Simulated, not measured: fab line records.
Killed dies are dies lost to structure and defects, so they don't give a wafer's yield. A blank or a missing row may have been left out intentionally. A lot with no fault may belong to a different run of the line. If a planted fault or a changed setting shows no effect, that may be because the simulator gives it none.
fab line records ; flow nand_harc
record: lots: 12; wafers: 36; last_day: 24
route steps=1159 shown P_ZERO_WELL@61 P_STI@83 P_GATE@119 END@1159
lots that met no fault: from a run of the same line without faults
start_h: the number of hours between the record's first day and the start of the first shown wafer of the lot ; wait_h: hours elapsed since this lot's preceding step ; " same as the row above ; L1.1+2: a row that stands for several wafers ; - either no value or no given start ; * or withheld: withheld ; < > ~ a bound
route shown NAME@n: names a module that has steps shown in the file, with the first one's number in the route ; usual: average and standard deviation across the fault-free wafers ; same: alike in all rows ; chamber/n: place in a boat ; sites: per-site readings ; _std_site: standard deviation across them ; _edge_site: the outer-site mean with the inner-site mean subtracted ; radius_mm: how far each site lies from the wafer's centre ; mask NAME#n: copy n ; behind: the tool/chamber that last shaped the wafer ; hold: reason for holding the lot/hours on hold/outcome of the hold ; device: the transistor (n, p or np) that didn't switch ; end of line: the route-end tests of the same wafers ; a step without rows: its recipe alone ; killed: dies lost to structure and defects at the first sort, not the wafer's yield ; map: shows each die of a wafer: x if killed, . if not, _ if none is there
set.NAME: the setting the step ran with; set.NAME@STEP: the setting that earlier step ran with ; model.NAME: the simulator's own value behind a step, which no gauge read
a sample of lots followed through the steps of the route, with each step as a table and each wafer as a row
services: from which hour (start_h, from the record's first day; less than 0 if before it) a tool's chamber was out of use, for how many hours, and why
== steps ==
step: NHARC_P_ZERO_WELL_DESCUM_54
recipe: time_s: 3; o2_flow_sccm: 200; ar_flow_sccm: 0; bias_power_w: 0; chemistry: O2
usual: drypump_motor_current_A: 5.9/0.37; oes_product_au: 1.000/0.009; rf_vpp_V: 57.9/0.91; showerhead_plenum_p_Torr: 1.95/0.059; throttle_valve_pct: 11.311/0.01
lot.wafer;tool;chamber;start_h;wait_h;drypump_motor_current_A;oes_product_au;rf_hours_counter_h;rf_vpp_V;showerhead_plenum_p_Torr;throttle_valve_pct
L780.3;rie_diel-07;0;17.97;-;5.4;1.001;9;58.6;1.95;11.320
L780.4;rie_diel-07;1;17.97;-;5.2;0.992;9;58.9;2.06;11.304
L780.1;rie_diel-07;2;17.97;-;5.5;0.992;9;57.2;1.96;11.312
L782.1;rie_diel-01;2;30.49;-;6.0;1.002;4;57.3;2.00;11.317
L782.2;rie_diel-01;0;30.49;-;6.1;1.007;4;58.6;1.82;11.330
L782.5;rie_diel-01;1;30.49;-;6.1;1.014;-;58.1;2.05;11.313
L784.1;rie_diel-01;2;41.94;-;5.9;0.994;5;59.1;2.00;11.329
L784.5;rie_diel-01;3;41.94;-;5.6;1.012;-;59.4;1.95;11.326
L784.4;rie_diel-01;2;41.94;-;5.9;0.996;-;59.0;2.00;11.302
L785.3;rie_diel-01;2;47.79;-;6.0;0.985;5;58.5;2.00;11.306
L785.1;rie_diel-01;3;47.79;-;5.6;1.006;6;58.9;1.95;11.315
L785.5;rie_diel-01;0;47.79;-;6.1;0.989;-;57.7;1.81;11.310
L787.1;rie_diel-11;2;59.92;-;6.5;0.999;2;56.5;1.91;11.315
L787.4;rie_diel-11;3;59.92;-;5.8;1.000;2;57.5;1.97;11.295
L787.2;rie_diel-11;1;59.92;-;6.1;0.983;2;58.0;1.94;11.317
L788.2;rie_diel-11;3;66.09;-;5.8;1.013;3;57.0;1.97;11.316
L788.6;rie_diel-11;0;66.09;-;6.0;0.991;-;59.9;1.98;11.314
L788.5;rie_diel-11;1;66.09;-;6.1;0.988;-;58.2;1.94;11.303
L789.1;rie_diel-11;2;71.69;-;6.6;1.003;3;56.0;1.91;11.303
L789.4;rie_diel-11;3;71.69;-;5.8;1.010;3;57.9;1.97;11.310
L789.5;rie_diel-11;1;71.69;-;6.1;0.990;-;57.0;1.94;11.305
L790.1;rie_diel-11;3;77.83;-;5.8;1.004;3;58.5;1.97;11.313
L790.3;rie_diel-11;0;77.83;-;5.9;1.005;4;58.1;1.98;11.321
L790.6;rie_diel-11;2;77.83;-;6.5;1.014;-;57.4;1.91;11.285
L793.2;rie_diel-07;0;95.96;-;5.4;0.991;3;58.0;1.95;11.320
L793.4;rie_diel-07;1;95.96;-;5.2;1.008;2;58.6;2.05;11.315
L793.5;rie_diel-07;0;95.96;-;5.4;1.006;-;58.2;1.95;11.311
L799.1;rie_diel-11;3;131.79;-;5.8;0.997;7;57.0;1.97;11.318
L799.3;rie_diel-11;0;131.79;-;6.0;0.993;8;57.5;1.98;11.312
L799.5;rie_diel-11;3;131.79;-;5.8;0.992;-;58.7;1.97;11.305
L800.3;rie_diel-11;2;138.06;-;6.5;1.014;7;57.7;1.91;11.306
L800.4;rie_diel-11;0;138.06;-;6.0;1.006;9;57.9;1.98;11.315
L800.2;rie_diel-11;1;138.06;-;6.1;0.993;8;57.0;1.94;11.303
L802.6;rie_diel-01;0;150.03;-;6.1;1.006;-;59.0;1.81;11.315
L802.5;rie_diel-01;2;150.03;-;5.9;0.987;-;58.5;1.99;11.288
L802.4;rie_diel-01;3;150.03;-;5.6;1.004;-;57.4;1.95;11.301
step: NHARC_P_STI_CD_MEAS_09
recipe: target_cd_nm: 200; landing_energy_ev: 500
usual: cd_nm: 200.5/2.3
lot.wafer;tool;chamber;start_h;wait_h;cd_nm
L780.1;cd_sem-03;0;36.31;-;204.5
L780.3;cd_sem-03;0;36.31;-;199.7
L780.4;cd_sem-03;0;36.31;-;200.2
L782.1;cd_sem-02;0;44.37;-;204.4
L782.2;cd_sem-02;0;44.37;-;203.3
L782.5;cd_sem-02;0;44.37;-;200.4
L784.1;cd_sem-03;0;60.87;-;200.5
L784.4;cd_sem-03;0;60.87;-;200.5
L784.5;cd_sem-03;0;60.87;-;203.6
L785.1;cd_sem-02;0;66.46;-;198.3
L785.3;cd_sem-02;0;66.46;-;203.0
L785.5;cd_sem-02;0;66.46;-;197.0
L787.1;cd_sem-02;0;77.11;-;205.2
L787.2;cd_sem-02;0;77.11;-;199.0
L787.4;cd_sem-02;0;77.11;-;203.9
L788.2;cd_sem-02;0;86.23;-;198.4
L788.5;cd_sem-02;0;86.23;-;202.2
L788.6;cd_sem-02;0;86.23;-;199.8
L789.1;cd_sem-02;0;86.39;-;197.1
L789.4;cd_sem-02;0;86.39;-;198.0
L789.5;cd_sem-02;0;86.39;-;196.0
L790.1;cd_sem-01;0;96.02;-;205.4
L790.3;cd_sem-01;0;96.02;-;202.3
L790.6;cd_sem-01;0;96.02;-;200.1
L793.2;cd_sem-03;0;113.67;-;197.4
L793.4;cd_sem-03;0;113.67;-;202.6
L793.5;cd_sem-03;0;113.67;-;198.3
L799.1;cd_sem-01;0;146.92;-;201.7
L799.3;cd_sem-01;0;146.92;-;200.7
L799.5;cd_sem-01;0;146.92;-;201.5
L800.2;cd_sem-02;0;155.10;-;200.3
L800.3;cd_sem-02;0;155.10;-;203.6
L800.4;cd_sem-02;0;155.10;-;200.6
L802.4;cd_sem-01;0;170.20;-;201.0
L802.5;cd_sem-01;0;170.20;-;202.3
L802.6;cd_sem-01;0;170.20;-;200.2
step: NHARC_P_STI_OVL_MEAS_10
usual: overlay_x_nm: 0/5.9; overlay_y_nm: 0/6.2
lot.wafer;tool;chamber;start_h;wait_h;overlay_x_nm;overlay_y_nm
L780.1;overlay-01;-;36.39;-;-3;11
L780.3;overlay-01;-;36.39;-;-4;11
L780.4;overlay-01;-;36.39;-;-4;11
L782.1;overlay-01;-;44.45;-;5;1
L782.2;overlay-01;-;44.45;-;5;1
L782.5;overlay-01;-;44.45;-;6;1
L784.1;overlay-02;-;60.95;-;-1;-5
L784.4;overlay-02;-;60.95;-;-2;-5
L784.5;overlay-02;-;60.95;-;-1;-4
L785.1;overlay-02;-;66.55;-;-7;10
L785.3;overlay-02;-;66.55;-;-7;10
L785.5;overlay-02;-;66.55;-;-7;10
L787.1;overlay-01;-;77.20;-;-12;3
L787.2;overlay-01;-;77.20;-;-12;3
L787.4;overlay-01;-;77.20;-;-12;3
L788.2;overlay-01;-;86.32;-;11;-6
L788.5;overlay-01;-;86.32;-;11;-6
L788.6;overlay-01;-;86.32;-;11;-5
L789.1;overlay-01;-;86.48;-;6;-9
L789.4;overlay-01;-;86.48;-;6;-9
L789.5;overlay-01;-;86.48;-;6;-10
L790.1;overlay-01;-;96.11;-;-1;0
L790.3;overlay-01;-;96.11;-;-1;0
L790.6;overlay-01;-;96.11;-;-1;-1
L793.2;overlay-01;-;113.75;-;11;6
L793.4;overlay-01;-;113.75;-;11;7
L793.5;overlay-01;-;113.75;-;9;6
L799.1;overlay-02;-;147.01;-;3;5
L799.3;overlay-02;-;147.01;-;2;5
L799.5;overlay-02;-;147.01;-;3;5
L800.2;overlay-01;-;155.18;-;-1;-1
L800.3;overlay-01;-;155.18;-;0;0
L800.4;overlay-01;-;155.18;-;0;0
L802.4;overlay-01;-;170.28;-;6;-6
L802.5;overlay-01;-;170.28;-;6;-5
L802.6;overlay-01;-;170.28;-;6;-5
step: NHARC_P_GATE_EXPOSE_08
recipe: na: 0.6; dose_mj: 16.75; mask_id: P_HV
usual: stage_vel_mm_s: 500.05/0.26
lot.wafer;tool;chamber;start_h;wait_h;mask;stage_vel_mm_s
L780.1;krf_scanner-01;0;75.82;-;P_HV#0;499.71
L780.3;krf_scanner-01;0;75.82;-;P_HV#0;499.64
L780.4;krf_scanner-01;0;75.82;-;P_HV#0;499.68
L782.1;krf_scanner-03;0;84.58;-;P_HV#0;499.90
L782.2;krf_scanner-03;0;84.58;-;P_HV#0;500.18
L782.5;krf_scanner-03;0;84.58;-;P_HV#0;500.26
L784.1;krf_scanner-03;0;101.02;-;P_HV#0;500.13
L784.4;krf_scanner-03;0;101.02;-;P_HV#0;499.82
L784.5;krf_scanner-03;0;101.02;-;P_HV#0;500.10
L785.1;krf_scanner-01;0;101.18;-;P_HV#0;500.50
L785.3;krf_scanner-01;0;101.18;-;P_HV#0;499.93
L785.5;krf_scanner-01;0;101.18;-;P_HV#0;500.37
L787.1;krf_scanner-02;0;110.72;-;P_HV#0;500.09
L787.2;krf_scanner-02;0;110.72;-;P_HV#0;500.24
L787.4;krf_scanner-02;0;110.72;-;P_HV#0;500.12
L789.1;krf_scanner-03;0;125.55;-;P_PSD#0;500.32
L789.4;krf_scanner-03;0;125.55;-;P_PSD#0;500.09
L789.5;krf_scanner-03;0;125.55;-;P_PSD#0;499.65
L788.2;krf_scanner-02;0;125.73;-;P_HV#0;499.97
L788.5;krf_scanner-02;0;125.73;-;P_HV#0;500.31
L788.6;krf_scanner-02;0;125.73;-;P_HV#0;499.80
L790.1;krf_scanner-02;0;136.42;-;P_HV#0;499.84
L790.3;krf_scanner-02;0;136.42;-;P_HV#0;500.18
L790.6;krf_scanner-02;0;136.42;-;P_HV#0;499.99
L793.2;krf_scanner-02;0;152.27;-;P_HV#0;499.82
L793.4;krf_scanner-02;0;152.27;-;P_HV#0;499.95
L793.5;krf_scanner-02;0;152.27;-;P_HV#0;500.22
L799.1;krf_scanner-03;0;187.75;-;P_HV#0;500.19
L799.3;krf_scanner-03;0;187.75;-;P_HV#0;500.11
L799.5;krf_scanner-03;0;187.75;-;P_HV#0;499.85
L800.2;krf_scanner-03;0;194.37;-;P_HV#0;499.75
L800.3;krf_scanner-03;0;194.37;-;P_HV#0;500.21
L800.4;krf_scanner-03;0;194.37;-;P_HV#0;499.86
L802.4;krf_scanner-01;0;207.84;-;P_HV#0;500.32
L802.5;krf_scanner-01;0;207.84;-;P_HV#0;500.05
L802.6;krf_scanner-01;0;207.84;-;P_HV#0;500.21
step: NHARC_P_GATE_CD_MEAS_11
recipe: target_cd_nm: 1640; landing_energy_ev: 500
usual: cd_nm: 1639.8/1.6
lot.wafer;tool;chamber;start_h;wait_h;cd_nm
L780.1;cd_sem-03;0;75.98;-;1642.8
L780.3;cd_sem-03;0;75.98;-;1641.2
L780.4;cd_sem-03;0;75.98;-;1640.2
L782.1;cd_sem-03;0;84.73;-;1639.7
L782.2;cd_sem-03;0;84.73;-;1640.8
L782.5;cd_sem-03;0;84.73;-;1642.3
L784.1;cd_sem-02;0;101.18;-;1640.6
L784.4;cd_sem-02;0;101.18;-;1639.4
L784.5;cd_sem-02;0;101.18;-;1641.1
L785.1;cd_sem-01;0;101.35;-;1640.2
L785.3;cd_sem-01;0;101.35;-;1639.2
L785.5;cd_sem-01;0;101.35;-;1640.3
L787.1;cd_sem-02;0;110.87;-;1641.0
L787.2;cd_sem-02;0;110.87;-;1640.3
L787.4;cd_sem-02;0;110.87;-;1640.0
L789.1;cd_sem-02;0;125.71;-;-
L789.4;cd_sem-02;0;125.71;-;-
L789.5;cd_sem-02;0;125.71;-;-
L788.2;cd_sem-02;0;125.89;-;1639.4
L788.5;cd_sem-02;0;125.89;-;1638.2
L788.6;cd_sem-02;0;125.89;-;1637.9
L790.1;cd_sem-01;0;136.58;-;1636.3
L790.3;cd_sem-01;0;136.58;-;1637.2
L790.6;cd_sem-01;0;136.58;-;1639.8
L793.2;cd_sem-01;0;152.42;-;1638.4
L793.4;cd_sem-01;0;152.42;-;1639.0
L793.5;cd_sem-01;0;152.42;-;1639.1
L799.1;cd_sem-02;0;187.91;-;1641.0
L799.3;cd_sem-02;0;187.91;-;1640.9
L799.5;cd_sem-02;0;187.91;-;1638.6
L800.2;cd_sem-01;0;194.52;-;1639.8
L800.3;cd_sem-01;0;194.52;-;1638.4
L800.4;cd_sem-01;0;194.52;-;1637.9
L802.4;cd_sem-03;0;207.98;-;1638.3
L802.5;cd_sem-03;0;207.98;-;1638.8
L802.6;cd_sem-03;0;207.98;-;1639.3
step: NHARC_END_SORT_01
recipe: temp_c: 25
usual: killed_at_array: 29/11; killed_at_other: 0.5/0.8; killed_at_periphery: 3.5/2.8; killed_dies: 33/12; killed_open: 3.1/1.8; killed_short: 1.8/1.4
same: gross_dies: 677
lot.wafer;tool;chamber;start_h;wait_h;killed_at_array;killed_at_other;killed_at_periphery;killed_dies;killed_open;killed_short
L789.1;prober-01;0;498.34;2.5;37;0;640;677;2;4
L789.4;prober-01;0;500.71;3.4;33;0;644;677;1;0
L789.5;prober-01;0;501.50;3.7;46;0;631;677;3;3
killed by level:class
L789.1 P_GATE:area_expose=638 A_CHANNEL_HOLE_D1:chamber_film_flake=15 A_SLIT:chamber_film_flake=12 A_ONON_D1:geometric_particle:short=2 P_STI:geometric_particle:short=1 A_CHANNEL_HOLE_D1:geometric_particle:short=1 A_CONTACT:geometric_particle:open=1 A_M0:geometric_particle:open=1
L789.4 P_GATE:area_expose=636 A_SLIT:chamber_film_flake=17 A_CHANNEL_HOLE_D1:chamber_film_flake=10 P_STI:chamber_film_flake=5 P_GATE:chamber_film_flake=3 A_ZERO_WELL:chamber_film_flake=2 A_STAIRCASE:chamber_film_flake=2 A_CONTACT:geometric_particle:open=1
L789.5 P_GATE:area_expose=628 A_CHANNEL_HOLE_D1:chamber_film_flake=19 A_SLIT:chamber_film_flake=16 A_CONTACT:chamber_film_flake=4 P_GATE:chamber_film_flake=2 A_CHANNEL_FILL_D1:geometric_particle:open=1 A_CHANNEL_FILL_D1:geometric_particle:short=1 A_WL_FILL:geometric_particle:short=1
== services ==
tool;chamber;start_h;hours;kind
rie_diel-11;0;-4.45;-;clean
rie_diel-11;1;-4.45;-;clean
rie_diel-11;2;-4.45;-;clean
rie_diel-11;3;-4.45;-;clean
krf_scanner-03;-;-4.00;4.0;pm
rie_diel-07;1;7.81;5.5;repair
krf_scanner-01;-;10.11;1.1;repair
rie_diel-01;1;15.14;1.9;repair
rie_diel-11;-;16.55;9.0;pm
rie_diel-11;0;16.55;9.0;vent_cycle
krf_scanner-01;-;19.02;3.5;repair
krf_scanner-01;-;33.77;2.2;repair
krf_scanner-02;-;38.00;4.0;pm
rie_diel-01;1;38.12;18.8;repair
rie_diel-07;-;46.53;1.2;repair
rie_diel-07;-;51.75;9.0;pm
krf_scanner-03;-;72.65;0.3;repair
rie_diel-11;2;80.05;3.4;repair
krf_scanner-01;-;84.00;4.0;pm
rie_diel-11;1;92.54;1.8;repair
rie_diel-01;-;137.80;9.0;pm
krf_scanner-03;-;168.00;4.0;pm
rie_diel-11;2;177.87;12.9;repair
rie_diel-11;-;193.55;9.0;pm
== key ==
first_sign: step: NHARC_P_GATE_EXPOSE_08; reading: mask; direction: changed
effect: step: NHARC_P_GATE_CD_MEAS_11; reading: cd_nm; direction: missing
effect: step: NHARC_END_SORT_01; reading: killed_at_periphery; direction: up; sigmas: 99+; usual: 3.5; struck: 638.3
more_kills_born_at: NHARC_P_GATE_EXPOSE_08@krf_scanner-03: 1902
met_at NHARC_P_GATE_EXPOSE_08
struck_lots L789
later_rows_left_out L789.1,L789.4,L789.5
tester_left_out L789
not_acting_at NHARC_P_ZERO_WELL_DESCUM_54,NHARC_P_STI_CD_MEAS_09,NHARC_P_STI_OVL_MEAS_10
onset_between 101.02 125.55
fault: kind: wrong_mask; tool: any; chamber: -; onset_h: 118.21; steps: NHARC_P_GATE_EXPOSE_08; aux_copy: P_PSD#0; scope: struck_lots_only
tester_left_out: of these lots the tester's yield and bins aren't shown, on N5 and GAA mostly nor the transistor test; their killed dies are dies lost to structure and defects alone, not to doping, threshold or leakage, so they don't give the yield
later_rows_left_out: the simulator's readings of these wafers behind a module that went badly wrong aren't trusted and aren't shown, but for the sort
